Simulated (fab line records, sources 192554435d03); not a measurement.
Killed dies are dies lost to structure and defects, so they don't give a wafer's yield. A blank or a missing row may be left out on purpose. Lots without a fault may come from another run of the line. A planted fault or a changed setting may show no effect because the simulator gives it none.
Which tool did it? | flow n5_finfet | 24 lots, 72 wafers sampled, at 5 steps of a route of 1938

WHAT THE GAUGES READ, wafer by wafer
N5_BEOL_M3_OVL_MEAS_12. Usual: M3_OVL -0.6 nm, standard deviation 0.7.
lot  | measured     | on         | M3_OVL (nm)    | flag
L076 | day 7 19:20  | overlay-01 | -0.6 -0.6 -0.1 |
L075 | day 8 00:46  | overlay-01 | -1.5 -1.5 -1.8 |
L077 | day 8 01:32  | overlay-02 | -0.9 -0.9 -0.4 |
L078 | day 8 13:12  | overlay-01 | -0.3 0.0 -0.7  |
L079 | day 8 18:47  | overlay-02 | -1.3 -1.4 -1.1 |
L074 | day 8 18:49  | overlay-01 | -0.7 0.0 -0.5  |
L080 | day 8 22:59  | overlay-01 | -0.3 -0.9 -0.7 |
L081 | day 9 01:14  | overlay-02 | -0.1 -0.4 0.2  |
L082 | day 9 05:42  | overlay-02 | -1.7 -0.5 -1.5 |
L083 | day 9 05:53  | overlay-01 | -1.0 -0.5 0.2  |
L084 | day 9 15:23  | overlay-01 | 0.0 0.4 -0.1   |
L085 | day 9 19:24  | overlay-01 | -0.5 -1.7 -2.0 |
L086 | day 10 08:46 | overlay-01 | -0.6 -0.4 -0.4 |
L087 | day 11 21:40 | overlay-01 | -0.7 -1.1 -1.1 |
L088 | day 11 02:25 | overlay-02 | 1.0 0.4 0.6    |
L090 | day 11 05:33 | overlay-01 | -0.4 -0.5 0.3  |
L089 | day 11 06:46 | overlay-02 | -0.8 0.1 -0.3  |
L092 | day 11 23:10 | overlay-02 | -1.5 -1.0 -1.1 |
L091 | day 12 00:02 | overlay-01 | -1.5 -0.6 -0.6 |
L093 | day 12 13:07 | overlay-01 | 0.0 -0.6 -0.6  |
L094 | day 12 18:22 | overlay-01 | -1.3 -1.4 -1.8 |
L095 | day 12 21:41 | overlay-02 | -0.3 -1.1 -1.2 |
L096 | day 12 22:50 | overlay-02 | -1.2 -1.2 -1.8 |
L097 | day 13 02:31 | overlay-02 | -0.1 0.7 0.2   |

N5_BEOL_M3_INSPECT_30: inspects for defects (brightfield). Usual: raw_defect_count 400, standard deviation 84.
lot  | measured     | on                | raw_defect_count | flag
L076 | day 7 20:16  | defect_inspect-02 | 485 380 285      |
L075 | day 8 01:49  | defect_inspect-01 | 380 392 435      |
L077 | day 8 02:35  | defect_inspect-02 | 331 542 553      |
L078 | day 8 14:14  | defect_inspect-02 | 341 494 357      |
L079 | day 8 19:52  | defect_inspect-01 | 341 404 285      |
L074 | day 8 19:45  | defect_inspect-01 | 404 451 362      |
L080 | day 9 00:00  | defect_inspect-01 | 380 368 536      |
L081 | day 9 02:17  | defect_inspect-01 | 447 390 440      |
L082 | day 9 06:53  | defect_inspect-01 | 311 366 324      |
L083 | day 9 07:05  | defect_inspect-01 | 301 304 326      |
L084 | day 9 16:25  | defect_inspect-01 | 360 531 469      |
L085 | day 9 20:20  | defect_inspect-01 | 348 357 368      |
L086 | day 10 09:47 | defect_inspect-01 | 390 342 372      |
L087 | day 11 23:02 | defect_inspect-02 | 305 528 429      |
L088 | day 11 03:29 | defect_inspect-01 | 357 442 390      |
L090 | day 11 06:34 | defect_inspect-01 | 596 476 418      |
L089 | day 11 07:42 | defect_inspect-01 | 341 399 305      |
L092 | day 12 01:07 | defect_inspect-01 | 497 341 494      |
L091 | day 12 01:38 | defect_inspect-01 | 385 388 467      |
L093 | day 12 14:11 | defect_inspect-01 | 345 371 293      |
L094 | day 12 19:33 | defect_inspect-01 | 423 315 343      |
L095 | day 12 22:36 | defect_inspect-01 | 257 343 372      |
L096 | day 12 23:46 | defect_inspect-02 | 532 460 399      |
L097 | day 13 03:34 | defect_inspect-02 | 275 512 415      |

WHICH TOOL RAN EACH LOT (tool, then ch and the chambers of the sampled wafers, then the start)
lot  | N5_BEOL_M2_ALD_84                   | N5_BEOL_M2_ANNEAL_80         | N5_BEOL_M2_SPUTTER_94
L076 | ald_metal-02 ch 0,1,2, day 7 14:17  | pvd_sputter-01, day 7 15:16  | pvd_sputter-01, day 7 16:39
L075 | ald_metal-04 ch 0,2, day 7 20:27    | pvd_sputter-02, day 7 21:34  | pvd_sputter-02, day 7 22:49
L077 | ald_metal-01 ch 0,1,2, day 7 20:40  | pvd_sputter-01, day 7 21:46  | pvd_sputter-01, day 7 23:00
L078 | ald_metal-04 ch 1,2, day 8 08:36    | pvd_sputter-03, day 8 09:35  | pvd_sputter-03, day 8 10:49
L079 | ald_metal-02 ch 0,2,3, day 8 13:14  | pvd_sputter-03, day 8 14:08  | pvd_sputter-03, day 8 15:22
L074 | ald_metal-02 ch 2,3, day 8 13:26    | pvd_sputter-02, day 8 14:13  | pvd_sputter-02, day 8 15:28
L080 | ald_metal-02 ch 0,2,3, day 8 18:53  | pvd_sputter-01, day 8 19:43  | pvd_sputter-01, day 8 20:57
L081 | ald_metal-02 ch 1,3, day 8 19:38    | pvd_sputter-01, day 8 21:33  | pvd_sputter-01, day 8 22:47
L082 | ald_metal-02 ch 0,2,3, day 9 00:55  | pvd_sputter-03, day 9 01:44  | pvd_sputter-03, day 9 02:59
L083 | ald_metal-01 ch 0,2,3, day 9 01:10  | pvd_sputter-02, day 9 02:22  | pvd_sputter-02, day 9 03:37
L084 | ald_metal-02 ch 0,1,2, day 9 06:22  | pvd_sputter-01, day 9 08:57  | pvd_sputter-01, day 9 10:11
L085 | ald_metal-02 ch 0,1, day 9 12:35    | pvd_sputter-02, day 9 14:52  | pvd_sputter-02, day 9 16:07
L086 | ald_metal-04 ch 0,3, day 10 04:13   | pvd_sputter-03, day 10 05:13 | pvd_sputter-03, day 10 06:27
L087 | ald_metal-01 ch 0,1,3, day 10 16:06 | pvd_sputter-01, day 10 18:33 | pvd_sputter-01, day 11 19:11
L088 | ald_metal-02 ch 1,3, day 10 20:11   | pvd_sputter-03, day 10 21:14 | pvd_sputter-03, day 10 22:28
L090 | ald_metal-01 ch 0,3, day 11 01:14   | pvd_sputter-03, day 11 02:08 | pvd_sputter-03, day 11 03:22
L089 | ald_metal-04 ch 0,1,2, day 11 01:47 | pvd_sputter-02, day 11 02:57 | pvd_sputter-02, day 11 04:11
L092 | ald_metal-02 ch 0,1,3, day 11 18:12 | pvd_sputter-03, day 11 19:05 | pvd_sputter-03, day 11 20:20
L091 | ald_metal-02 ch 1,2, day 11 18:46   | pvd_sputter-01, day 11 20:28 | pvd_sputter-01, day 11 21:43
L093 | ald_metal-04 ch 0,1,3, day 12 07:40 | pvd_sputter-01, day 12 08:40 | pvd_sputter-01, day 12 09:55
L094 | ald_metal-02 ch 1,2,3, day 12 13:46 | pvd_sputter-03, day 12 14:44 | pvd_sputter-03, day 12 15:59
L095 | ald_metal-01 ch 0,1,2, day 12 13:57 | pvd_sputter-03, day 12 16:35 | pvd_sputter-03, day 12 17:49
L096 | ald_metal-02 ch 0,1,3, day 12 18:37 | pvd_sputter-01, day 12 19:32 | pvd_sputter-01, day 12 20:47
L097 | ald_metal-02 ch 0,2, day 12 22:05   | pvd_sputter-03, day 12 22:53 | pvd_sputter-03, day 13 00:08
- N5_BEOL_M2_ALD_84: deposits TaN, pulse time 2 s, purge time 3 s, co reactant purge time 2 s.
- N5_BEOL_M2_ANNEAL_80: time 240 s.
- N5_BEOL_M2_SPUTTER_94: material Cu, target thk 4.5 nm, time 8.29 s.

WHAT THE TOOLS THEMSELVES READ (means of the sampled wafers that have a number; where no wafer has one, the mark that the record gives instead)
N5_BEOL_M2_ALD_84. Usual: heater_power_w 423 W, standard deviation 39; precursor_vessel_carrier_sccm 1000 sccm, standard deviation 3.3.
lot  | tool         | heater_power_w (W) | precursor_vessel_carrier_sccm (sccm) | flag
L076 | ald_metal-02 | 418                | 1000                                 |
L075 | ald_metal-04 | 404                | 995                                  |
L077 | ald_metal-01 | 399                | 997                                  |
L078 | ald_metal-04 | 491                | 1001                                 |
L079 | ald_metal-02 | 437                | 997                                  |
L074 | ald_metal-02 | 433                | 997                                  |
L080 | ald_metal-02 | 434                | 999                                  |
L081 | ald_metal-02 | 403                | 1000                                 |
L082 | ald_metal-02 | 432                | 1001                                 |
L083 | ald_metal-01 | 411                | 1000                                 |
L084 | ald_metal-02 | 423                | 1000                                 |
L085 | ald_metal-02 | 412                | 999                                  |
L086 | ald_metal-04 | 358                | 999                                  |
L087 | ald_metal-01 | 410                | 998                                  |
L088 | ald_metal-02 | 405                | 998                                  |
L090 | ald_metal-01 | 419                | 1001                                 |
L089 | ald_metal-04 | 446                | 1000                                 |
L092 | ald_metal-02 | 415                | 999                                  |
L091 | ald_metal-02 | 417                | 997                                  |
L093 | ald_metal-04 | 400                | 1002                                 |
L094 | ald_metal-02 | 416                | 997                                  |
L095 | ald_metal-01 | 400                | 1003                                 |
L096 | ald_metal-02 | 411                | 1001                                 |
L097 | ald_metal-02 | 437                | 1000                                 |

N5_BEOL_M2_ANNEAL_80. Usual: heater_power_w 790 W, standard deviation 61.
lot  | tool           | heater_power_w (W) | flag
L076 | pvd_sputter-01 | 802                |
L075 | pvd_sputter-02 | 867                |
L077 | pvd_sputter-01 | 823                |
L078 | pvd_sputter-03 | 737                |
L079 | pvd_sputter-03 | 743                |
L074 | pvd_sputter-02 | 867                |
L080 | pvd_sputter-01 | 802                |
L081 | pvd_sputter-01 | 780                |
L082 | pvd_sputter-03 | 725                |
L083 | pvd_sputter-02 | 792                |
L084 | pvd_sputter-01 | 820                |
L085 | pvd_sputter-02 | 859                |
L086 | pvd_sputter-03 | 770                |
L087 | pvd_sputter-01 | 801                |
L088 | pvd_sputter-03 | 765                |
L090 | pvd_sputter-03 | 756                |
L089 | pvd_sputter-02 | 782                |
L092 | pvd_sputter-03 | 750                |
L091 | pvd_sputter-01 | 791                |
L093 | pvd_sputter-01 | 778                |
L094 | pvd_sputter-03 | 736                |
L095 | pvd_sputter-03 | 775                |
L096 | pvd_sputter-01 | 815                |
L097 | pvd_sputter-03 | 773                |

N5_BEOL_M2_SPUTTER_94. Usual: chuck_sensor_temp_C -15.9 C, standard deviation 0.51; throttle_valve_pct 29.9 %, standard deviation 0.97.
lot  | tool           | chuck_sensor_temp_C (C) | throttle_valve_pct (%) | flag
L076 | pvd_sputter-01 | -15.9                   | 31.1                   |
L075 | pvd_sputter-02 | -15.7                   | 28.8                   |
L077 | pvd_sputter-01 | -15.5                   | 30.3                   |
L078 | pvd_sputter-03 | -16.1                   | 30.0                   |
L079 | pvd_sputter-03 | -16.1                   | 30.1                   |
L074 | pvd_sputter-02 | -15.6                   | 28.7                   |
L080 | pvd_sputter-01 | -15.8                   | 30.1                   |
L081 | pvd_sputter-01 | -15.8                   | 30.6                   |
L082 | pvd_sputter-03 | -16.0                   | 30.1                   |
L083 | pvd_sputter-02 | -15.5                   | 28.9                   |
L084 | pvd_sputter-01 | -15.5                   | 30.9                   |
L085 | pvd_sputter-02 | -15.6                   | 28.4                   |
L086 | pvd_sputter-03 | -16.1                   | 29.9                   |
L087 | pvd_sputter-01 | -16.5                   | 31.4                   |
L088 | pvd_sputter-03 | -16.3                   | 29.5                   |
L090 | pvd_sputter-03 | -16.5                   | 29.9                   |
L089 | pvd_sputter-02 | -15.5                   | 29.0                   |
L092 | pvd_sputter-03 | -15.6                   | 30.0                   |
L091 | pvd_sputter-01 | -15.9                   | 30.8                   |
L093 | pvd_sputter-01 | -15.7                   | 30.5                   |
L094 | pvd_sputter-03 | -16.0                   | 30.1                   |
L095 | pvd_sputter-03 | -15.9                   | 29.6                   |
L096 | pvd_sputter-01 | -15.5                   | 30.3                   |
L097 | pvd_sputter-03 | -16.1                   | 30.0                   |

THE ANSWER, worked out from the rows above alone
Rule: a lot is off if the mean of its wafers that have a number lies more than 3 standard deviations from the usual mean. A lot without any number at a reading at which 4 lots or more have one is off too. The other lots that the step has rows for count as sound. The gauges are gone through in route order, then the tools' own readings, and for those a lot's mean is taken as printed above. The first step at which some lot is off is used, and at that step the reading that is off furthest; a lot without a number counts as furthest.
No lot is off at any reading shown: from this, nothing can be told.

WHAT THE SIMULATOR HAD PUT IN
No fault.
